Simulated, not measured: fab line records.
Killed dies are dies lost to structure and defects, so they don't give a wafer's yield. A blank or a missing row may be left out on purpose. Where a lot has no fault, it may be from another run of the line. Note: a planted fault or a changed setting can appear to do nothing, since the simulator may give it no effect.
Check for tools in common | flow nand harc | 39 wafers sampled across 13 lots

== THE REASON FOR OPENING IT ==
On 3 of the 13 lots, a flag is raised at NHARC_END_SORT_01 on the reading killed at array. Wafers without a fault read 59, standard deviation 24.
Rule: a lot gets a flag if all its wafers with a number sit over 4 standard deviations from that mean, or if no wafer of it has a number. The other lots count as sound.

lot  | measured     | on        | killed at array, wafer by wafer | flag
L623 | day 24 18:29 | prober-02 | 59 54 53                        |
L625 | day 25 17:04 | prober-02 | 93 115 113                      |
L627 | day 27 00:28 | prober-02 | 63 61 65                        |
L628 | day 27 01:14 | prober-01 | 95 112 108                      |
L629 | day 27 08:57 | prober-01 | 56 51 56                        |
L632 | day 28 12:50 | prober-01 | 39 27 34                        |
L630 | day 28 12:53 | prober-02 | 74 80 82                        |
L633 | day 29 10:13 | prober-02 | 42 44 46                        |
L635 | day 29 21:00 | prober-02 | 30 30 27                        |
L637 | day 30 12:39 | prober-01 | 672 672 668                     | FLAGGED
L636 | day 30 12:40 | prober-02 | 44 55 41                        |
L640 | day 32 01:13 | prober-01 | 670 676 676                     | FLAGGED
L638 | day 32 23:24 | prober-02 | 675 674 674                     | FLAGGED
Average over the flagged lots: 673; offset from the usual +614, equal to +26 standard deviations.

== WHICH TOOL RAN EACH LOT ==
Before the reading, the record contains 4 process steps out of a 1302-step route. Read each cell as the tool, then ch plus the chambers that the sampled wafers visited, then the start.
lot  | flag    | NHARC_A_STAIRCASE_DEP_322       | NHARC_A_STAIRCASE_CMP_152     | NHARC_A_STAIRCASE_STRIP_475                   | NHARC_A_SGD_CUT_DEP_00
L623 |         | pecvd-03 ch 0,2, day 18 15:34   | cmp-01 ch 0,2,3, day 19 16:00 | rie diel-01 ch 0,2,3, day 19 17:50 or earlier | pecvd-02 ch 1,2, day 19 17:50
L625 |         | pecvd-02 ch 1,2, day 19 02:40   | cmp-01 ch 0,2,3, day 20 01:20 | rie diel-13 ch 1,3, day 20 02:24              | pecvd-01 ch 0,1,2, day 20 03:14
L627 |         | pecvd-04 ch 1,2, day 20 12:17   | cmp-02 ch 0,2,3, day 21 13:23 | rie diel-01 ch 0,1,2, day 21 15:20 or earlier | pecvd-04 ch 1,2, day 21 15:20
L628 |         | pecvd-03 ch 1,2, day 20 16:42   | cmp-03 ch 0,1,3, day 21 13:19 | rie diel-01 ch 0,1,2, day 21 15:11 or earlier | pecvd-04 ch 0,1, day 21 15:11
L629 |         | pecvd-04 ch 1,2, day 20 16:42   | cmp-03 ch 0,1,3, day 21 16:13 | rie diel-13 ch 0,1,3, day 21 18:01 or earlier | pecvd-02 ch 0,2, day 21 18:01
L632 |         | pecvd-03 ch 0,1,2, day 22 06:14 | cmp-03 ch 0,2, day 23 07:17   | rie diel-05 ch 0,1, day 23 09:03 or earlier   | pecvd-01 ch 0,1, day 23 09:03
L630 |         | pecvd-02 ch 0,1,2, day 22 05:59 | cmp-01 ch 0,2,3, day 23 06:46 | rie diel-01 ch 0,2,3, day 23 08:38 or earlier | pecvd-01 ch 0,2, day 23 08:38
L633 |         | pecvd-04 ch 0,2, day 22 15:29   | cmp-03 ch 0,1,3, day 23 19:35 | rie diel-05 ch 0,2,3, day 23 21:22 or earlier | pecvd-04 ch 1,2, day 23 21:22
L635 |         | pecvd-04 ch 0,1,2, day 23 17:37 | cmp-03 ch 0,1, day 24 18:56   | rie diel-05 ch 0,1,3, day 24 20:43 or earlier | pecvd-04 ch 1,2, day 24 20:43
L637 | FLAGGED | pecvd-02 ch 1,2, day 24 06:23   | cmp-02 ch 0,1, day 25 06:52   | rie diel-01 ch 2,3, day 30 12:39 or earlier   | no row
L636 |         | pecvd-04 ch 0,1,2, day 24 06:17 | cmp-01 ch 0,2, day 25 06:45   | rie diel-13 ch 2,3, day 25 07:46              | pecvd-01 ch 0,1,2, day 25 08:38
L640 | FLAGGED | pecvd-03 ch 0,1,2, day 25 17:43 | cmp-01 ch 0,1,2, day 26 15:46 | rie diel-01 ch 0,1,2, day 32 01:13 or earlier | no row
L638 | FLAGGED | pecvd-04 ch 0,1,2, day 25 17:54 | cmp-03 ch 0,1,2, day 26 14:49 | rie diel-05 ch 2,3, day 32 23:24 or earlier   | no row
What these steps do:
- NHARC_A_STAIRCASE_DEP_322: deposits SiO2, target thk 7200 nm.
- NHARC_A_STAIRCASE_CMP_152: polishes.
- NHARC_A_STAIRCASE_STRIP_475: strips in O2, time 20 s.
- NHARC_A_SGD_CUT_DEP_00: deposits SiNx, target thk 50 nm.
- NHARC_END_SORT_01

== FLAGGED AGAINST TOTAL, ONE TOOL AT A TIME (gauges that did the reading follow at the end) ==
step                        | tool        | lots run | flagged | share of the flagged lots | sound lots run after its first flagged lot
NHARC_A_STAIRCASE_DEP_322   | pecvd-02    | 3        | 1       | some                      | 0
NHARC_A_STAIRCASE_DEP_322   | pecvd-03    | 4        | 1       | some                      | 0
NHARC_A_STAIRCASE_DEP_322   | pecvd-04    | 6        | 1       | some                      | 0
NHARC_A_STAIRCASE_CMP_152   | cmp-01      | 5        | 1       | some                      | 0
NHARC_A_STAIRCASE_CMP_152   | cmp-02      | 2        | 1       | some                      | 0
NHARC_A_STAIRCASE_CMP_152   | cmp-03      | 6        | 1       | some                      | 0
NHARC_A_STAIRCASE_STRIP_475 | rie diel-01 | 6        | 2       | some                      | 0
NHARC_A_STAIRCASE_STRIP_475 | rie diel-05 | 4        | 1       | some                      | 0
NHARC_A_STAIRCASE_STRIP_475 | rie diel-13 | 3        | 0       | none                      | -
NHARC_A_SGD_CUT_DEP_00      | pecvd-01    | 4        | 0       | none                      | -
NHARC_A_SGD_CUT_DEP_00      | pecvd-02    | 2        | 0       | none                      | -
NHARC_A_SGD_CUT_DEP_00      | pecvd-04    | 4        | 0       | none                      | -
NHARC_END_SORT_01           | prober-01   | 5        | 2       | some                      | 0
NHARC_END_SORT_01           | prober-02   | 8        | 1       | some                      | 0
NHARC_A_STAIRCASE_STRIP_475 gives no start for some lots, so the hours and the order of its lots are those of NHARC_END_SORT_01.

== THE TABLE: WHAT IT ALLOWS ==
No row of the table ran every flagged lot.

== WHAT THE SIMULATOR HAD PUT IN ==
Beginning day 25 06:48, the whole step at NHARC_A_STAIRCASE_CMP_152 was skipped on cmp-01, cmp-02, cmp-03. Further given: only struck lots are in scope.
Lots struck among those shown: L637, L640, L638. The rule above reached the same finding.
